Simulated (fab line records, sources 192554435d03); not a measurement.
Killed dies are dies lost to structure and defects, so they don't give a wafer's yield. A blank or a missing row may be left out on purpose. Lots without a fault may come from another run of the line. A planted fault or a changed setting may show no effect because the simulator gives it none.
A struck lot beside a sound one | flow n5_finfet | 18 steps out of a route of 1938
Sound: wafers L666.1, L666.3, L666.4. Struck: wafers L668.2, L668.5, L668.6. The cause comes at the end.
At each step with rows: each side's tool, then ch and its chambers, then its first start. Under that, the readings that differ: sound wafers | struck wafers | difference of the means | sigmas: that difference in standard deviations of wafers without a fault.
alike: readings whose means differ by less than 2 such deviations, and words and numbers that are the same on both sides. not compared: withheld readings, readings that some wafer has no value for, bounds like >300 that may hide the same value, and numbers for which the record gives no deviation and whose values overlap.
The two part at a step that has a row with sigmas, a row that says differs or no value, or rows on one side only. Numbers that don't overlap but have no deviation are shown without sigmas and don't part them. A reading that every wafer of one side lacks parts them only if that side has two wafers or more.

first, 9 steps without rows for these wafers: N5_BEOL_M1_CO_CAP_55 (material Co, precursor CCTBA/H2, target thk 2 nm, time 102.1 s); N5_BEOL_M1_PRE_CLEAN_56 (time 15 s); N5_BEOL_M1_DEP_57 (deposits SiCN from 3MS/NH3, target thk 8 nm, time 14 s); N5_BEOL_M2_ILD_DEP_00 (deposits SiOC from DEMS/O2, target thk 79 nm, time 15.3 s); N5_BEOL_M2_PECVD_72 (deposits SiO2 from TEOS/O2, target thk 16 nm, time 18 s); N5_BEOL_M2_HM_DEP_02 (deposits TiN, target thk 20 nm); N5_BEOL_M2_COAT_61 (time 60 s, resist thk 60 nm); N5_BEOL_M2_COAT_62 (time 60 s, resist thk 12 nm); N5_BEOL_M2_COAT_73 (time 60 s, resist thk 5 nm).
N5_BEOL_M2_COAT_05: resist thk 30 nm.
  sound on litho_track-04 ch 0, day 8 14:23; struck on litho_track-04 ch 0, day 9 17:18
  reading                                      | sound                | struck               | difference | sigmas
  spin_speed_rpm (rpm)                         | 1498.9 1500.0 1500.5 | 1403.4 1403.1 1403.0 | -96.6      | -99 or more
  model.CAR-EUV_of_BEOL_M2_COAT_05.thk_nm (nm) | 30.2 30 30.2         | 31 31 31             | +1         |
then, 5 steps without rows for these wafers: N5_BEOL_M2_EBR_07; N5_BEOL_M2_SOFTBAKE_06 (time 60 s); N5_BEOL_M2_EXPOSE_08 (exposes mask M2); N5_BEOL_M2_PEB_09 (peb time 60 s); N5_BEOL_M2_DEVELOP_10 (develop time 30 s).
N5_BEOL_M2_DESCUM_16: chemistry O2, time 7 s.
  sound on rie_diel-02 ch 1,2,3, day 8 14:51; struck on rie_diel-02 ch 0,3, day 9 17:48
  reading                                      | sound          | struck     | difference | sigmas
  model.CAR-EUV_of_BEOL_M2_COAT_05.thk_nm (nm) | 26.4 26.2 26.2 | 27 27 27.2 | +1         |
  alike: chamber_pressure_mTorr, drypump_motor_current_A, o2_flow_sccm, oes_product_au, rf_vpp_V, showerhead_plenum_p_Torr, throttle_valve_pct
  not compared: rf_hours_counter_h
then, 1 step without rows for these wafers: N5_BEOL_M2_ETCH_74 (etches underlayer in N2/H2, target depth 6.5 nm, time 5.2 s).
N5_BEOL_M4_RC_MEAS_101:
  sound on prober-01 ch 0, day 9 22:44; struck on prober-01 ch 0, day 10 17:32
  alike: DIBL_N, DIBL_P, IOFF_N, IOFF_P, ION_N, ION_P, SS_N, SS_P, VT_N, VT_P

WHERE THEY PART
Only at N5_BEOL_M2_COAT_05, within this record. Later steps at which nothing parts them and some readings are alike: N5_BEOL_M2_DESCUM_16, N5_BEOL_M4_RC_MEAS_101.

WHY: what the simulator had put in
Process parameter drift: litho_track-04, from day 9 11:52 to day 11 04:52, at N5_BEOL_M2_COAT_05. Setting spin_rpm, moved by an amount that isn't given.
